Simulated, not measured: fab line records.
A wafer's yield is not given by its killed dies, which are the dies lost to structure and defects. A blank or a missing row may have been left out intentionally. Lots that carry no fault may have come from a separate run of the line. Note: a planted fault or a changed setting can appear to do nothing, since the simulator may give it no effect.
fab line records    flow n5Finfet
[record] lots = 7  wafers = 39
route steps=1938 shown HKMG_FIN@395 MOL_CONTACT_COAG@532
startH: the number of hours between the record's first day and the start of the first shown wafer of the lot    waitH: hours from the lot's prior step to this one    " the same as in the row above    L1.1+2: a single row standing in for several wafers    - value missing, or start not given    * or withheld: withheld    < > ~ a bound
route shown NAME@n: names a module that has steps shown in the file, with the first one's number in the route    usual: average and standard deviation across the fault-free wafers    same: alike in all rows    chamber/n: place in a boat    sites: each site's reading    _std_site: the values' standard deviation    _edge_site: the outer-site mean with the inner-site mean subtracted    radiusMm: for every site, how far away it sits from the centre of the wafer    mask NAME#n: copy n    behind: the most recent tool/chamber to have shaped the wafer    hold: what put the lot on hold/how long, in hours/how the hold closed    device: transistor that didn't switch, given as n, p or np    end of line: the route-end tests of the same wafers    where a step has no rows: the recipe by itself    killed: at the first sort, the dies lost to defects and structure; wafer yield is something else    map: per-die view of a wafer (x killed, . not killed, _ where there is no die)
set.NAME: the setting the step ran with; set.NAME@STEP: the setting that earlier step ran with    model.NAME: the simulator's own value behind a step, which no gauge read
one table per step and one row per wafer, for lots whose settings were changed on purpose
[[steps]]
[step N5_HKMG_FIN_EXPOSE_46]
[recipe] maskId = NDIPOLE  na = 1.35  sourceShape = conventional  sigmaOuter = 0.8  polarization = unpolarized  doseMj = 40
lot.wafer         tool            chamber  startH  waitH  mask       set.doseMj
L074.1+2+3+4+5+6  arfiScanner-03  0        71.93   -      NDIPOLE#0  40
L077.1+3+4        arfiScanner-03  0        94.14   -      NDIPOLE#0  42.56
L077.2+5+6        "               0        "       "      NDIPOLE#0  40
L080.1+3+4        arfiScanner-02  0        108.97  -      NDIPOLE#0  41.34
L080.2+5+6        "               0        "       "      NDIPOLE#0  40
L082.1+2+3+4+5+6  arfiScanner-03  0        118.38  -      NDIPOLE#0  40
L090.1+3+4        arfiScanner-02  0        168.41  -      NDIPOLE#0  38.03
L090.2+5+6        "               0        "       "      NDIPOLE#0  40
L091.1+3+6        arfiScanner-01  0        172.56  -      NDIPOLE#0  40
L094.1+5+6        arfiScanner-03  0        193.18  -      NDIPOLE#0  40
L094.2+3+4        "               0        "       "      NDIPOLE#0  36.96
[step N5_HKMG_FIN_PEB_47]
[recipe] pebTempC = withheld  pebTimeS = 60  resist = CAR-ArF
[step N5_HKMG_FIN_DEVELOP_48]
[recipe] developTimeS = 30  developer = TMAH  resist = CAR-ArF  rinseLiquid = diw  dry = airSpin  devTempC = 23
[step N5_HKMG_FIN_CD_MEAS_49]
[recipe] targetCdNm = 202  landingEnergyEv = 500  detector = seInlens  polarity = opening
[usual] cdNm = 202.1/0.51
lot.wafer  tool      chamber  startH  waitH  set.doseMj@HKMG_FIN_EXPOSE_46  cdNm
L074.1     cdSem-02  0        72.05   -      40                             202.2
L074.2     "         0        "       "      40                             203.2
L074.3     "         0        "       "      40                             202.5
L074.4     "         0        "       "      40                             203.0
L074.5     "         0        "       "      40                             202.3
L074.6     "         0        "       "      40                             202.2
L077.1     cdSem-03  0        94.27   -      42.56                          205.5
L077.2     "         0        "       "      40                             201.7
L077.3     "         0        "       "      42.56                          205.9
L077.4     "         0        "       "      42.56                          205.7
L077.5     "         0        "       "      40                             201.3
L077.6     "         0        "       "      40                             202.0
L080.1     cdSem-03  0        109.09  -      41.34                          203.6
L080.2     "         0        "       "      40                             202.1
L080.3     "         0        "       "      41.34                          204.1
L080.4     "         0        "       "      41.34                          204.3
L080.5     "         0        "       "      40                             202.0
L080.6     "         0        "       "      40                             201.9
L082.1     cdSem-02  0        118.51  -      40                             202.8
L082.2     "         0        "       "      40                             202.3
L082.3     "         0        "       "      40                             202.3
L082.4     "         0        "       "      40                             202.7
L082.5     "         0        "       "      40                             202.3
L082.6     "         0        "       "      40                             201.6
L090.1     cdSem-02  0        168.54  -      38.03                          199.7
L090.2     "         0        "       "      40                             202.5
L090.3     "         0        "       "      38.03                          199.2
L090.4     "         0        "       "      38.03                          199.1
L090.5     "         0        "       "      40                             202.0
L090.6     "         0        "       "      40                             201.4
L091.1     cdSem-03  0        172.68  -      40                             202.3
L091.3     "         0        "       "      40                             202.1
L091.6     "         0        "       "      40                             202.3
L094.1     cdSem-02  0        193.31  -      40                             201.7
L094.2     "         0        "       "      36.96                          196.5
L094.3     "         0        "       "      36.96                          197.5
L094.4     "         0        "       "      36.96                          197.4
L094.5     "         0        "       "      40                             202.0
L094.6     "         0        "       "      40                             201.1
[step N5_HKMG_FIN_DESCUM_53]
[recipe] chemistry = O2  timeS = 7.9  sourcePowerW = 50  biasPowerW = 20  pressureMtorr = 20  rfFrequencyHz = 2.712e+07  tempC = 40  resist = CAR-ArF  o2FlowSccm = 225
[step N5_HKMG_FIN_ETCH_54]
[recipe] chemistry = CF4  target = SiARC  targetDepthA = 455  maskMaterial = CAR-ArF  timeS = 75.8  ionEnergyEv = 80  pressureMtorr = 40  sourceW = 545  biasW = 36  Ar_flow_sccm = 100  cf4FlowSccm = 100  ends = cleared
lot.wafer  tool        chamber  startH  waitH  set.doseMj@HKMG_FIN_EXPOSE_46  model.HKMG_FIN.cdOffsetNm
L074.1+5   rieDiel-02  3,2      72.36   0.0    40                             0.2
L074.2+4   "           2,1      "       "      40                             0.8
L074.3+6   "           0,3      "       "      40                             0.4
L077.1+4   rieDiel-04  2,1      94.39   0.0    42.56                          3.6
L077.2+5   "           0,1      "       "      40                             -0.2
L077.3     "           3        "       "      42.56                          4
L077.6     "           2        "       "      40                             0.2
L080.1     rieDiel-02  3        109.21  0.0    41.34                          1.8
L080.2     "           1        "       "      40                             0.4
L080.3+4   "           0,3      "       "      41.34                          2.2
L080.5     "           0        "       "      40                             0
L080.6     "           1        "       "      40                             -0.4
L082.1     rieDiel-02  3        118.63  0.0    40                             1.2
L082.2     "           1        "       "      40                             0.6
L082.3+5   "           0,3      "       "      40                             0.2
L082.4     "           1        "       "      40                             0.8
L082.6     "           0        "       "      40                             -0.4
L090.1     rieDiel-02  0        168.82  0.0    38.03                          -2.6
L090.2     "           3        "       "      40                             0.2
L090.3     "           2        "       "      38.03                          -3
L090.4     "           1        "       "      38.03                          -3.2
L090.5     "           3        "       "      40                             -0.2
L090.6     "           0        "       "      40                             -0.4
L091.1+6   rieDiel-04  1        172.81  0.0    40                             0.2
L091.3     "           2        "       "      40                             0
L094.1     rieDiel-02  3        193.43  0.0    40                             -0.4
L094.2     "           0        "       "      36.96                          -5.4
L094.3+4   "           2,1      "       "      36.96                          -4.6
L094.5     "           1        "       "      40                             0.2
L094.6     "           0        "       "      40                             -1
[step N5_MOL_CONTACT_COAG_ETCH_106]
[recipe] chemistry = N2/H2  target = SOC  targetDepthA = 800  overetchA = 160  maskMaterial = SiARC  tempC = 40  timeS = 120  ionEnergyEv = 200  pressureMtorr = 30  sourceW = 840  biasW = 150  n2FlowSccm = 200  h2FlowSccm = 200
[usual] rfVppV = 524.8/2.4
lot.wafer  tool        chamber  startH  waitH  set.sourceW  rfVppV  model.SiARC_of_MOL_CONTACT_COAG_COAT_104.thkNm
L074.1     rieDiel-02  1        90.80   0.0    922.7        508.8   6
L074.2     "           3        "       "      922.7        507.4   6
L074.3     "           0        "       "      922.7        501.4   6
L074.4     "           2        "       "      840          523.4   6.4
L074.5     "           3        "       "      840          525.2   6.4
L074.6     "           0        "       "      840          519.2   6.4
L077.1     rieDiel-02  0        110.77  0.0    744.1        540.8   6.8
L077.2     "           1        "       "      840          525.0   6.2
L077.3     "           3        "       "      744.1        545.9   6.8
L077.4     "           0        "       "      840          519.8   6.4
L077.5     "           1        "       "      840          525.0   6.4
L077.6     "           3        "       "      744.1        546.1   6.8
L080.1     rieDiel-03  0        125.25  0.0    840          527.9   6.2
L080.2     "           2        "       "      929.2        505.3   6
L080.3     "           1        "       "      929.2        506.2   6
L080.4     "           2        "       "      929.2        505.4   6
L080.5     "           0        "       "      840          528.4   6.2
L080.6     "           1        "       "      840          526.1   6.4
L082.1     rieDiel-03  0        140.79  0.0    840          528.4   6.4
L082.2     "           1        "       "      742.2        548.6   6.8
L082.3     "           3        "       "      742.2        546.1   6.4
L082.4     "           2        "       "      742.2        544.1   6.8
L082.5     "           3        "       "      840          523.4   6.2
L082.6     "           0        "       "      840          528.7   6.4
L090.1     rieDiel-03  1        184.38  0.0    987.8        498.0   5.8
L090.2     "           2        "       "      840          523.4   6.2
L090.3     "           3        "       "      840          524.9   6.2
L090.4     "           0        "       "      987.8        499.1   5.8
L090.5     "           0        "       "      840          527.9   6.4
L090.6     "           1        "       "      987.8        498.5   5.8
L091.1     rieDiel-03  3        190.73  0.0    840          523.8   6.2
L091.3     "           1        "       "      840          524.0   6.4
L091.6     "           2        "       "      840          523.5   6.2
L094.1     rieDiel-03  1        209.18  0.0    757.9        541.6   6.8
L094.2     "           2        "       "      840          522.3   6.2
L094.3     "           0        "       "      840          527.1   6.4
L094.4     "           2        "       "      757.9        540.6   6.4
L094.5     "           0        "       "      757.9        545.7   6.6
L094.6     "           1        "       "      840          525.7   6.4
[[key]]
[split] step = N5_HKMG_FIN_EXPOSE_46  setting = doseMj  stated = 40  by = wafer
[response] step = N5_HKMG_FIN_CD_MEAS_49  reading = cdNm  change = +0.591  per = 1%  r = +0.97
[response] step = N5_HKMG_FIN_ETCH_54  reading = model.HKMG_FIN.cdOffsetNm  change = +0.589  per = 1%  r = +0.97
[split] step = N5_MOL_CONTACT_COAG_ETCH_106  setting = sourceW  stated = 840  by = wafer
[response] step = N5_MOL_CONTACT_COAG_ETCH_106  reading = rfVppV  change = -1.71  per = 1%  r = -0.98
[response] step = N5_MOL_CONTACT_COAG_ETCH_106  reading = model.SiARC_of_MOL_CONTACT_COAG_COAT_104.thkNm  change = -0.0304  per = 1%  r = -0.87
